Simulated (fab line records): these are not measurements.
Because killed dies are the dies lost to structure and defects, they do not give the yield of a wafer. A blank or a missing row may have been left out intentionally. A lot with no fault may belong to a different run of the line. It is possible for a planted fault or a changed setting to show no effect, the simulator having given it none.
Code-filled problem report in 8D (eight disciplines) form / flow n5-finfet / the parts of the form that need people (team, actions taken, sign-off) are left out

## 1. PROBLEM STATEMENT
Wafers without a fault read 28.9 s, standard deviation 0.87; barrier-field-endpoint-s at N5_BEOL_M7_CMP_52 reads a mean of 35.5 s on 3 wafers belonging to 3 lots. Relative to the usual mean, that is a shift of +7.6 standard deviations.
The step: polishes, stops on SiCOH lowk, t overpolish 6.9 s, target thk 80 nm.
The first sign was on wafer L435.6 at day 12 09:33, on cmp-02. Wafers with a number at this step in the record: 31, from 12 lots. The rule behind "out" and "out of limits": a value lying over 4 standard deviations away from the usual mean. The other wafers with a number count as sound.

## 2. WHAT IT IS, AND WHAT IT ISN'T
question=which readings at this step | is=barrier-field-endpoint-s | is not=edge-zone-pressure-frac, head-pressure-psi, motor-current-A
question=which lots | is=L435, L436, L437 | is not=L419, L420, L422, L425, L426, L429, L432, L434, L442
question=which wafers of those lots | is=L435.6, L436.6, L437.6 | is not=L435.1, L435.4, L436.1, L437.2
question=read on which tools | is=cmp-02 | is not=cmp-01, cmp-03
question=when | is=from day 12 09:33 | is not=up to then (20 sound wafers); but 8 sound wafers of L434, L436, L437, L442 came after

## 3. SUSPECTS, AND WHAT RULES EACH OUT
Counting: a tool at a process step up to the reading stays a suspect if it ran every lot that is out. Sound lots after the first of them don't rule it out here, since some wafers of a struck lot are sound.
- pecvd-03 at N5_BEOL_M7_PECVD_70 (deposits SiO2 from TEOS/O2, target thk 20 nm, time 22.7 s): kept. Every lot that is out went through it, the first being L435 (day 12 02:28); the last sound lot it ran before that was L432 (day 11 20:47).
- pvd-sputter-01 at N5_BEOL_M7_PRE_CLEAN_45 (time 30 s): kept. Every lot that is out went through it, the first being L435 (day 12 07:47); the last sound lot it ran before that was L429 (day 10 21:11).
- cmp-02 at N5_BEOL_M7_CMP_52 (polishes, stops on SiCOH lowk, t overpolish 6.9 s, target thk 80 nm): kept. Every lot that is out went through it, the first being L435 (day 12 09:33); the last sound lot it ran before that was L429 (day 10 22:37). On those wafers its own readings are out: barrier-field-endpoint-s.
The count leaves pecvd-03 at N5_BEOL_M7_PECVD_70, pvd-sputter-01 at N5_BEOL_M7_PRE_CLEAN_45, and cmp-02 at N5_BEOL_M7_CMP_52.

## 4. THE CAUSE (what the simulator had put in)
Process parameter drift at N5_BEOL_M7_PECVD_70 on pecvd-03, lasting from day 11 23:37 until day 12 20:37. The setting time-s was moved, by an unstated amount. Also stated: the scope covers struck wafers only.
After counting, 3 suspects remain, this tool included.

## 5. SEQUENCE OF EFFECTS, ordered by route
One row per reading whose mean, taken over the struck wafers that have a number, lies over 3 standard deviations from the usual. Only readings whose record carries a usual standard deviation are examined. hours: median over the lots of the time between each lot's start at the first step of this table that gives one and its start at this step. sigmas: the change, counted in usual standard deviations.
hours=0; step=N5_BEOL_M7_CMP_52; reading=barrier-field-endpoint-s; usual=28.9 s; on struck wafers=35.5; change=+6.6; sigmas=+7.6
hours=70; step=N5_PASSIVATION_PROBE_49; reading=killed_at_M4_up; usual=12; on struck wafers=29; change=+17; sigmas=+3.3
hours=70; step=N5_PASSIVATION_PROBE_49; reading=killed-at-other; usual=3.4; on struck wafers=13.0; change=+9.6; sigmas=+3.8
It contains these process steps:
- N5_BEOL_M7_CMP_52: polishes, stops on SiCOH lowk, t overpolish 6.9 s, target thk 80 nm.
- N5_PASSIVATION_PROBE_49

## 6. WHAT WOULD HAVE CAUGHT IT SOONER
First out-of-limits reading in this record: day 12 09:33, which is 10 hours after fault onset at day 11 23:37.
Tool readings at N5_BEOL_M7_PECVD_70 with a usual standard deviation given in the record: none out on any struck wafer, hence no alarm at a limit of 4 standard deviations on them.
Of the lots that are out (3), L436, L437 began N5_BEOL_M7_PECVD_70 on pecvd-03 after day 12 09:33. A hold on the tool at that time would have spared those 2.
